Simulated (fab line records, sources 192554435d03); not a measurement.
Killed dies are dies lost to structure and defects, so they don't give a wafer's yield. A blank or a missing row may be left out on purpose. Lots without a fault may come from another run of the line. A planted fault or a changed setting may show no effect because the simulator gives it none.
Which tool did it? | flow n5_finfet | 9 lots, 27 wafers sampled, at 4 steps of a route of 1938

WHAT THE GAUGES READ, wafer by wafer
N5_BEOL_M4_RC_MEAS_101. Usual: CJ_P 5.80, standard deviation 0.23; DIBL_N 36.3 mV/V, standard deviation 1.8; DIBL_P 36.5 mV/V, standard deviation 2.1; IOFF_N 0.16 nA/um, standard deviation 0.031; IOFF_P 0.22 nA/um, standard deviation 0.038; ION_N 677 uA/um, standard deviation 12; ION_P 466 uA/um, standard deviation 7.8; REXT_P 100.4 ohm.um, standard deviation 2.4; SS_N 71.5 mV/dec, standard deviation 0.61; SS_P 73.2 mV/dec, standard deviation 0.7; VT_N 249 mV, standard deviation 3; VT_P -248.9 mV, standard deviation 3.
lot  | measured     | on        | CJ_P           | DIBL_N (mV/V)  | DIBL_P (mV/V)  | IOFF_N (nA/um) | IOFF_P (nA/um) | ION_N (uA/um) | ION_P (uA/um) | REXT_P (ohm.um)   | SS_N (mV/dec)  | SS_P (mV/dec)  | VT_N (mV)   | VT_P (mV)            | flag
L724 | day 8 17:48  | prober-02 | 5.81 5.73 5.90 | 32.9 38.3 37.4 | 32.6 39.2 38.4 | 0.10 0.17 0.18 | 0.14 0.22 0.21 | 663 668 686   | 462 453 469   | 100.7 100.9 101.1 | 70.6 72.1 71.9 | 72.1 73.9 72.8 | 254 249 249 | -253.9 -248.2 -249.4 |
L725 | day 9 08:14  | prober-02 | 5.77 6.01 5.77 | 38.2 36.2 39.2 | 38.6 36.3 38.9 | 0.20 0.17 0.22 | 0.24 0.20 0.27 | 693 688 691   | 464 462 466   | 98.7 99.9 98.9    | 72.0 71.4 72.4 | 73.6 72.0 73.8 | 247 250 244 | -246.9 -250.2 -246.2 |
L726 | day 9 09:10  | prober-02 | 6.07 5.62 5.75 | 35.9 36.7 36.4 | 36.8 37.7 37.2 | 0.15 0.17 0.16 | 0.20 0.22 0.20 | 667 664 687   | 456 459 463   | 100.1 102.9 101.0 | 72.2 72.4 71.9 | 73.3 73.4 73.5 | 250 252 248 | -249.2 -251.5 -251.7 |
L730 | day 10 01:01 | prober-02 | 6.19 5.68 6.06 | 35.5 34.6 39.3 | 37.0 35.8 42.0 | 0.17 0.15 0.28 | 0.27 0.24 0.38 | 689 687 708   | 478 480 488   | 102.3 103.4 103.1 | 71.1 71.0 72.2 | 73.5 72.2 73.6 | 246 249 238 | -243.1 -246.4 -240.6 |
L732 | day 10 18:19 | prober-02 | 5.88 5.76 6.12 | 34.3 34.2 34.7 | 34.6 35.0 35.8 | 0.14 0.15 0.14 | 0.21 0.21 0.21 | 661 677 662   | 460 472 460   | 102.4 103.0 101.6 | 71.6 71.1 72.2 | 73.9 73.3 73.0 | 251 250 252 | -247.7 -246.4 -247.3 |
L736 | day 11 23:54 | prober-01 | 5.29 5.28 5.47 | 37.1 38.7 38.9 | 35.6 37.7 38.3 | 0.15 0.19 0.18 | 0.21 0.25 0.27 | 672 687 679   | 465 471 467   | 97.9 98.3 97.0    | 72.3 72.5 72.9 | 73.7 73.8 73.5 | 253 250 250 | -248.6 -247.8 -247.4 |
L740 | day 12 17:38 | prober-01 | 5.89 5.81 3.58 | 35.2 35.4 36.0 | 34.0 34.4 33.2 | 0.14 0.14 0.16 | 0.20 0.20 0.16 | 668 670 685   | 466 470 430   | 100.5 100.8 109.5 | 71.4 70.9 71.8 | 72.5 72.0 72.1 | 251 250 248 | -248.6 -248.9 -254.8 | OFF
L741 | day 12 17:35 | prober-02 | 3.55 5.76 3.68 | 34.9 37.3 34.2 | 33.2 38.4 32.4 | 0.15 0.20 0.14 | 0.15 0.25 0.13 | 681 686 664   | 422 470 415   | 110.8 103.5 111.1 | 71.1 71.6 71.3 | 72.4 73.8 71.8 | 247 247 251 | -256.6 -248.2 -261.2 | OFF
L746 | day 14 01:23 | prober-01 | 5.56 5.77 6.07 | 34.1 34.1 38.3 | 35.5 34.8 40.8 | 0.14 0.14 0.23 | 0.20 0.19 0.31 | 680 661 698   | 469 457 477   | 103.5 103.4 101.1 | 71.8 71.4 71.7 | 72.6 72.4 73.5 | 250 249 245 | -250.0 -249.1 -246.5 |

WHICH TOOL RAN EACH LOT (tool, then ch and the chambers of the sampled wafers, then the start)
lot  | N5_SD_EPI_P_SD_RECESS_17        | N5_BEOL_M4_SPUTTER_92        | N5_BEOL_M4_CMP_52
L724 | rie_si-02 ch 0,2, day 3 12:37   | pvd_sputter-01, day 8 15:53  | cmp-03 ch 1,3, day 8 17:05
L725 | rie_si-02 ch 0,1,2, day 3 18:50 | pvd_sputter-02, day 9 06:41  | cmp-03 ch 0,1, day 9 07:40
L726 | rie_si-02 ch 1,3, day 4 01:00   | pvd_sputter-03, day 9 06:51  | cmp-02 ch 0,1, day 9 07:47
L730 | rie_si-02 ch 0,1,3, day 5 01:58 | pvd_sputter-01, day 9 23:15  | cmp-02 ch 0,2,3, day 10 00:19
L732 | rie_si-05 ch 0,1,3, day 5 15:03 | pvd_sputter-02, day 10 15:53 | cmp-04 ch 0,1,2, day 10 17:42
L736 | rie_si-02 ch 0,2,3, day 6 13:51 | pvd_sputter-03, day 11 22:21 | cmp-04 ch 0,1, day 11 23:17
L740 | rie_si-02 ch 0,3, day 7 14:35   | pvd_sputter-01, day 12 15:40 | cmp-04 ch 0,3, day 12 17:04
L741 | rie_si-02 ch 1,2,3, day 7 17:38 | pvd_sputter-02, day 12 15:30 | cmp-04 ch 1,2,3, day 12 16:35
L746 | rie_si-04 ch 0,1,2, day 9 03:37 | pvd_sputter-02, day 13 23:20 | cmp-03 ch 2,3, day 14 00:18
- N5_SD_EPI_P_SD_RECESS_17: chemistry HBr/Cl2/O2, target depth 39.1 nm, bt time 3 s.
- N5_BEOL_M4_SPUTTER_92: material Cu, target thk 4.5 nm, time 8.29 s.
- N5_BEOL_M4_CMP_52: polishes, stops on SiOC, t overpolish 6.8 s, target thk 40 nm.

WHAT THE TOOLS THEMSELVES READ (means of the sampled wafers that have a number; where no wafer has one, the mark that the record gives instead)
N5_SD_EPI_P_SD_RECESS_17. Usual: HBr_flow_sccm 150.0 sccm, standard deviation 0.42; drypump_motor_current_A 5.8 A, standard deviation 0.35; oes_o_777_au 0.989 a.u., standard deviation 0.021; oes_product_au 0.994 a.u., standard deviation 0.014; throttle_valve_pct 37.11 %, standard deviation 0.27.
lot  | tool      | HBr_flow_sccm (sccm) | drypump_motor_current_A (A) | oes_o_777_au (a.u.) | oes_product_au (a.u.) | throttle_valve_pct (%) | flag
L724 | rie_si-02 | 150.1                | 5.9                         | 0.973               | 0.993                 | 36.84                  |
L725 | rie_si-02 | 150.1                | 5.8                         | 0.988               | 0.987                 | 36.90                  |
L726 | rie_si-02 | 150.3                | 5.9                         | 0.990               | 0.986                 | 37.22                  |
L730 | rie_si-02 | 150.2                | 6.0                         | 0.979               | 0.992                 | 37.16                  |
L732 | rie_si-05 | 150.1                | 5.8                         | 0.989               | 0.997                 | 37.10                  |
L736 | rie_si-02 | 150.2                | 5.9                         | 0.977               | 0.990                 | 37.02                  |
L740 | rie_si-02 | 149.9                | 6.0                         | 0.971               | 0.994                 | 37.27                  |
L741 | rie_si-02 | 149.9                | 5.8                         | 0.985               | 0.987                 | 37.08                  |
L746 | rie_si-04 | 149.8                | 5.3                         | 1.006               | 0.991                 | 37.20                  |

N5_BEOL_M4_SPUTTER_92. Usual: chuck_gas_flow_sccm 1.26 sccm, standard deviation 0.056; throttle_valve_pct 30.2 %, standard deviation 1.
lot  | tool           | chuck_gas_flow_sccm (sccm) | throttle_valve_pct (%) | flag
L724 | pvd_sputter-01 | 1.35                       | 30.5                   |
L725 | pvd_sputter-02 | 1.22                       | 31.0                   |
L726 | pvd_sputter-03 | 1.24                       | 30.8                   |
L730 | pvd_sputter-01 | 1.25                       | 30.1                   |
L732 | pvd_sputter-02 | 1.33                       | 29.8                   |
L736 | pvd_sputter-03 | 1.28                       | 29.3                   |
L740 | pvd_sputter-01 | 1.28                       | 30.6                   |
L741 | pvd_sputter-02 | 1.32                       | 30.2                   |
L746 | pvd_sputter-02 | 1.27                       | 30.2                   |

N5_BEOL_M4_CMP_52. Usual: barrier_field_endpoint_s 25.0 s, standard deviation 0.62; motor_current_A 6.4 A, standard deviation 0.76; overpolish_run_s 6.800 s, standard deviation 0.009; time_to_endpoint_s 62.8 s, standard deviation 2.9.
lot  | tool   | barrier_field_endpoint_s (s) | motor_current_A (A) | overpolish_run_s (s) | time_to_endpoint_s (s) | flag
L724 | cmp-03 | 24.7                         | 6.7                 | 6.802                | 62.9                   |
L725 | cmp-03 | 25.3                         | 5.7                 | 6.809                | 65.1                   |
L726 | cmp-02 | 24.7                         | 6.7                 | 6.794                | 60.1                   |
L730 | cmp-02 | 25.2                         | 6.5                 | 6.800                | 65.1                   |
L732 | cmp-04 | 24.7                         | 5.7                 | 6.806                | 63.6                   |
L736 | cmp-04 | 25.9                         | 6.0                 | 6.807                | 63.9                   |
L740 | cmp-04 | 24.4                         | 6.3                 | 6.794                | 59.6                   |
L741 | cmp-04 | 24.9                         | 6.4                 | 6.797                | 64.2                   |
L746 | cmp-03 | 25.0                         | 6.9                 | 6.803                | 60.1                   |

THE ANSWER, worked out from the rows above alone
Rule: a lot is off if the mean of its wafers that have a number lies more than 3 standard deviations from the usual mean. A lot without any number at a reading at which 4 lots or more have one is off too. The other lots that the step has rows for count as sound. The gauges are gone through in route order, then the tools' own readings, and for those a lot's mean is taken as printed above. The first step at which some lot is off is used, and at that step the reading that is off furthest; a lot without a number counts as furthest.
Off: L740, L741, at N5_BEOL_M4_RC_MEAS_101 (CJ_P).
A tool fits if, at a process step before that reading, it ran every lot that is off, and no sound lot after the first of them. The gauges at N5_BEOL_M4_RC_MEAS_101 are tried like those tools. Can't be told from this: 2 tools fit, rie_si-02 at N5_SD_EPI_P_SD_RECESS_17, cmp-04 at N5_BEOL_M4_CMP_52.

WHAT THE SIMULATOR HAD PUT IN
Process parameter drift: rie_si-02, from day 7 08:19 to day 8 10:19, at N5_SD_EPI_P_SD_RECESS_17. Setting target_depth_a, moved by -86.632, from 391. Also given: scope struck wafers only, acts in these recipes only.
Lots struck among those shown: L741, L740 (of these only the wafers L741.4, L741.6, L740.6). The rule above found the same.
